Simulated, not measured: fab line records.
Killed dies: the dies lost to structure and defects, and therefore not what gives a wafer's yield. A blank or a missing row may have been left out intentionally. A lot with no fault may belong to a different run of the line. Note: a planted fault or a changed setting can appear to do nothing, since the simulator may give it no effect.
Matching of chambers | flow nand-harc | pecvd-04 running NHARC_A_CONTACT_DEP_85: 3 sister chambers
The step deposits SiON, target thk 50 nm. 3 wafers are shown with their chamber, then 12 later ones without.

## WAFERS PAIRED WITH THEIR CHAMBERS
wafer  | chamber | heater-power-w (W)
L089.2 | 1       | 757
L090.1 | 2       | 699
L090.5 | 0       | 700

## WAFERS WITHOUT THEIR CHAMBER
wafer  | heater-power-w (W)
L092.2 | 674
L092.5 | 672
L092.6 | 738
L092.1 | 773
L092.3 | 747
L092.4 | 769
L097.1 | 798
L097.2 | 694
L097.5 | 676
L097.3 | 667
L097.4 | 686
L097.6 | 764

## CHAMBER TAKEN BY EACH
wafer  | from the rows above          | in truth
L092.2 | can't be placed: 2 or 0      | 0
L092.5 | can't be placed: 2 or 0      | 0
L092.6 | can't be placed: 1 or 0 or 2 | 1
L092.1 | 1                            | 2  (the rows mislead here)
L092.3 | can't be placed: 1 or 0 or 2 | 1
L092.4 | 1                            | 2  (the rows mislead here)
L097.1 | 1                            | 1
L097.2 | can't be placed: 2 or 0      | 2
L097.5 | can't be placed: 2 or 0      | 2
L097.3 | can't be placed: 2 or 0      | 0
L097.4 | can't be placed: 2 or 0      | 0
L097.6 | 1                            | 1
Correct placement for 2 of the 12. These rows do not allow placing 8 (true chamber among the candidates in 8). Placed wrongly: 2.
How it was worked out, from the rows above alone: a wafer's distance from a chamber is the root of the sum, over the readings, of the square of ((its reading less the chamber's mean) divided by the reading's scatter). If the next closest chamber is less than 2 further off than the closest, the wafer can't be placed; otherwise it belongs to the closest. The mean given for a chamber averages the wafers shown for that chamber. The scatter: root of mean squared gap, hidden wafer to nearest shown wafer, with one shown wafer a chamber.
